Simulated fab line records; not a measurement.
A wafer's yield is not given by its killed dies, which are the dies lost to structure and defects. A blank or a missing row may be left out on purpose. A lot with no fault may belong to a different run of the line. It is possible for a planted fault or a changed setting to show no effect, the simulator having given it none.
Matching of chambers | flow nand harc | rie si-05 running NHARC_A_DECK1_JOINT_ETCHBACK_00: 4 sister chambers
The step etches the open film in HBr, target depth 30 nm, time 17.4 s. 14 wafers are shown with their chamber, then 7 later ones without.

## WAFERS PAIRED WITH THEIR CHAMBERS
wafer  | chamber | drypump motor current A (A) | rf fwd power W (W) | oes product au (a.u.)
L834.2 | 0       | 6.0                         | 342.1              | 1.010
L834.3 | 2       | 6.0                         | 344.1              | 1.001
L834.6 | 2       | 6.0                         | 344.1              | 1.010
L835.2 | 3       | 6.6                         | 341.6              | 0.998
L835.5 | 3       | 6.6                         | 341.1              | 0.999
L835.6 | 2       | 6.1                         | 344.0              | 0.999
L840.2 | 1       | 5.4                         | 343.7              | 0.997
L840.4 | 0       | 6.0                         | 345.7              | 0.988
L840.6 | 3       | 6.7                         | 340.8              | 0.977
L844.2 | 3       | 6.6                         | 340.7              | 1.004
L844.4 | 1       | 5.4                         | 343.1              | 1.003
L844.5 | 1       | 5.3                         | 343.6              | 1.009
L846.1 | 0       | 6.0                         | 345.2              | 0.994
L846.2 | 1       | 5.3                         | 344.5              | 1.006

SIGNATURES, as means of the wafers listed above
reading                 | chamber 0 | chamber 1 | chamber 2 | chamber 3 | scatter within a chamber
drypump motor current A | 6.000     | 5.350     | 6.033     | 6.625     | 0.0492
rf fwd power W          | 344.333   | 343.725   | 344.067   | 341.050   | 0.955
oes product au          | 0.99733   | 1.00375   | 1.00333   | 0.99450   | 0.00914
Rule: for a wafer and a chamber, the distance is found by dividing, reading by reading, the gap between the wafer's reading and the chamber's mean by the reading's scatter, squaring, summing and taking the root. If the next closest chamber is less than 2 further off than the closest, the wafer can't be placed; otherwise it belongs to the closest. The scatter: the root of (the sum of the squares of (reading less its chamber's mean) over the shown wafers, divided by (wafers less chambers)).

## WAFERS WITH NO CHAMBER GIVEN
wafer  | drypump motor current A (A) | rf fwd power W (W) | oes product au (a.u.)
L846.3 | 6.1                         | 343.0              | 1.013
L851.2 | 6.0                         | 342.8              | 1.001
L851.3 | 5.4                         | 341.6              | 1.000
L851.5 | 6.0                         | 343.2              | 1.005
L853.1 | 6.0                         | 344.3              | 1.001
L853.4 | 6.7                         | 342.6              | 0.999
L853.5 | 5.3                         | 343.4              | 0.997

## WHICH CHAMBER EACH ONE RAN IN
wafer  | from the rows above     | in truth
L846.3 | can't be placed: 2 or 0 | 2
L851.2 | can't be placed: 2 or 0 | 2
L851.3 | 1                       | 1
L851.5 | can't be placed: 2 or 0 | 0
L853.1 | can't be placed: 0 or 2 | 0
L853.4 | 3                       | 3
L853.5 | 1                       | 1
Placed correctly: 3 of 7. From these rows, 4 cannot be placed; in 4 the true chamber is one of the candidates. Number placed wrongly: 0.
